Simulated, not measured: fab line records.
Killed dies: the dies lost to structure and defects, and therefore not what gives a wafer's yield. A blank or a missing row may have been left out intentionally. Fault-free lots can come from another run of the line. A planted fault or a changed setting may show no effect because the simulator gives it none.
Split-lot experiment -- flow n5_finfet -- 21 wafers read from 7 lots, route of 1938 steps

## ON THE SPLIT
At N5_SD_EPI_P_EXPOSE_06 (exposes mask SD P BLK, target cd 240 nm), the setting dose_mj was moved away from the recipe's 39.5 on 8 of the 21 wafers read, by -3.8% to +7.3%. This setting was run at the recipe's value on the other wafers.

## FROM THE SPLIT TO THE READING: what the file shows between them, 2 steps
- N5_SD_EPI_P_PEB_07: peb time 60 s
- N5_SD_EPI_P_DEVELOP_08: develop time 30 s

## THE READING
cd_nm at N5_SD_EPI_P_CD_MEAS_09, given in nm (cd target 240 nm). Fault-free wafers of this fab line usually give 240.5 nm, standard deviation 0.83 nm.

wafer,"tool, chamber at the split",dose_mj as run,against the recipe,"cd_nm, nm",against lot-mates on the recipe
L076.1,"arfi_scanner-03, 0",39.5,recipe,239.9,-
L076.4,"arfi_scanner-03, 0",39.5,recipe,239.6,-
L076.5,"arfi_scanner-03, 0",41.32,+4.6%,241.6,+1.8
L077.1,"arfi_scanner-02, 0",37.98,-3.8%,240.0,-1.6
L077.2,"arfi_scanner-02, 0",39.5,recipe,241.6,-
L077.4,"arfi_scanner-02, 0",39.5,recipe,241.7,-
L079.3,"arfi_scanner-01, 0",39.5,recipe,240.1,-
L079.4,"arfi_scanner-01, 0",39.5,recipe,239.8,-
L079.5,"arfi_scanner-01, 0",39.5,recipe,240.3,-
L089.2,"arfi_scanner-01, 0",41.6,+5.3%,244.1,+4.5
L089.3,"arfi_scanner-01, 0",39.5,recipe,239.6,-
L089.6,"arfi_scanner-01, 0",41.6,+5.3%,243.7,+4.1
L090.1,"arfi_scanner-03, 0",42.37,+7.3%,244.9,+4.1
L090.4,"arfi_scanner-03, 0",39.5,recipe,240.8,-
L090.5,"arfi_scanner-03, 0",42.37,+7.3%,245.3,+4.5
L091.3,"arfi_scanner-03, 0",39.5,recipe,241.5,-
L091.5,"arfi_scanner-03, 0",39.5,recipe,239.8,-
L091.6,"arfi_scanner-03, 0",39.5,recipe,240.8,-
L093.1,"arfi_scanner-02, 0",37.99,-3.8%,239.2,-2.6
L093.2,"arfi_scanner-02, 0",39.5,recipe,241.8,-
L093.3,"arfi_scanner-02, 0",37.99,-3.8%,238.1,-3.7

FIT RESULTS
A straight line over all 21 wafers: cd_nm changes by +0.531 nm for each +1% of dose_mj; r = +0.90; the points scatter about the line by 0.88 nm.
The same after taking each lot's own level away (the mean of its wafers on the recipe; 21 wafers): +0.65 nm for each +1%; r = +0.96; scatter 0.61 nm.
The reading moves by 4.7 nm for the largest change in dose_mj, on that fit.
Across the lots, their own levels run from 239.60 to 241.80 nm, a range of 2.7 times the standard deviation given above.
Thus the slope moves with the lot-to-lot level: the two fits are different.
Check: +4.87 nm against its lot-mates is what the line predicts for one of the wafers moved furthest among these (+7.3%) when that wafer is left out of the fit. Against them it came out at +4.1 nm.

## THE WHOLE CHAIN: every reading that the file lists as answering this split, in the file's order
step,what it does,reading,change (the file's fit),r (the file's)
N5_SD_EPI_P_CD_MEAS_09,target cd 240 nm,cd_nm,+0.618 nm for each +1% of the setting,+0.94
N5_SD_EPI_P_DESCUM_14,"chemistry O2, time 7.9 s","SD_EPI_P.cd_nm (the simulator's own value, which no gauge read)",+0.627 nm for each +1% of the setting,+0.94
N5_SD_EPI_P_ETCH_36,"etches SiARC in CF4, target depth 45.5 nm, time 75.8 s","SD_EPI_P.cd_nm (the simulator's own value, which no gauge read)",+0.622 nm for each +1% of the setting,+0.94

## FILE'S OWN FIT
cd_nm changes by +0.618 nm for each +1% of dose_mj, r = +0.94.
